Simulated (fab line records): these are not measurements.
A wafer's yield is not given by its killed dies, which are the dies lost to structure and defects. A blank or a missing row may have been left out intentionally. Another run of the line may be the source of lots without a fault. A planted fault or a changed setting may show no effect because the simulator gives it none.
Chamber matching    flow n5 finfet    rie diel-02 running N5_BEOL_M15_TRENCH_ETCH_34: 4 sister chambers
The step etches SiO2 in C4F8/O2/Ar, target depth 872.93 nm, time 199 s. 24 wafers are shown with their chamber, then 12 later ones without.

WAFERS PAIRED WITH THEIR CHAMBERS
wafer   chamber  rf vpp V (V)  throttle valve pct (%)  drypump motor current A (A)
L077.1  0        2173          31.4                    6.0
L077.3  3        2261          31.7                    5.0
L077.5  0        2173          31.4                    6.0
L076.1  1        2143          30.7                    5.9
L076.3  2        2253          30.5                    5.8
L076.6  3        2261          31.7                    5.0
L078.2  1        2144          30.7                    5.9
L078.4  2        2251          30.4                    5.8
L078.5  1        2144          30.7                    5.9
L081.2  0        2174          31.4                    6.0
L081.4  3        2259          31.7                    5.0
L081.5  2        2251          30.4                    5.7
L082.2  2        2252          30.4                    5.8
L082.4  1        2144          30.7                    5.9
L082.6  3        2260          31.7                    5.1
L084.1  1        2143          30.7                    5.9
L084.3  3        2260          31.7                    5.0
L084.4  2        2251          30.5                    5.8
L088.2  3        2258          31.7                    5.1
L088.3  1        2142          30.7                    5.9
L088.5  1        2143          30.7                    5.9
L086.1  2        2251          30.5                    5.8
L086.2  1        2143          30.7                    5.9
L086.5  3        2259          31.7                    5.0

SIGNATURES (means of the wafers above)
reading                  chamber 0  chamber 1  chamber 2  chamber 3  scatter within a chamber
rf vpp V                 2173.33    2143.25    2251.50    2259.71    0.869
throttle valve pct       31.400     30.700     30.450     31.700     0.0274
drypump motor current A  6.000      5.900      5.783      5.029      0.0336
Rule: for a wafer and a chamber, the distance is found by dividing, reading by reading, the gap between the wafer's reading and the chamber's mean by the reading's scatter, squaring, summing and taking the root. The wafer belongs to the nearest chamber; if the next one is less than 2 further off, it can't be placed. How the scatter is found: for the shown wafers, subtract from each reading the mean of its chamber, square and add these, divide the total by (wafers less chambers), then take the root.

WAFERS WITHOUT THEIR CHAMBER
wafer   rf vpp V (V)  throttle valve pct (%)  drypump motor current A (A)
L089.2  2143          30.7                    5.9
L089.4  2173          31.4                    6.0
L089.6  2173          31.4                    6.0
L091.2  2142          30.7                    5.9
L091.4  2174          31.4                    6.0
L091.6  2258          31.7                    5.1
L095.1  2259          31.7                    5.0
L095.5  2259          31.7                    5.1
L095.6  2250          30.5                    5.8
L096.1  2142          30.7                    5.9
L096.2  2171          31.4                    5.9
L096.3  2249          30.5                    5.8

CHAMBER TAKEN BY EACH
wafer   from the rows above  in truth
L089.2  1                    1
L089.4  0                    0
L089.6  0                    0
L091.2  1                    1
L091.4  0                    0
L091.6  3                    3
L095.1  3                    3
L095.5  3                    3
L095.6  2                    2
L096.1  1                    1
L096.2  0                    0
L096.3  2                    2
Placed correctly: 12 of 12. Number that these rows cannot place: 0. Wrongly placed: 0.
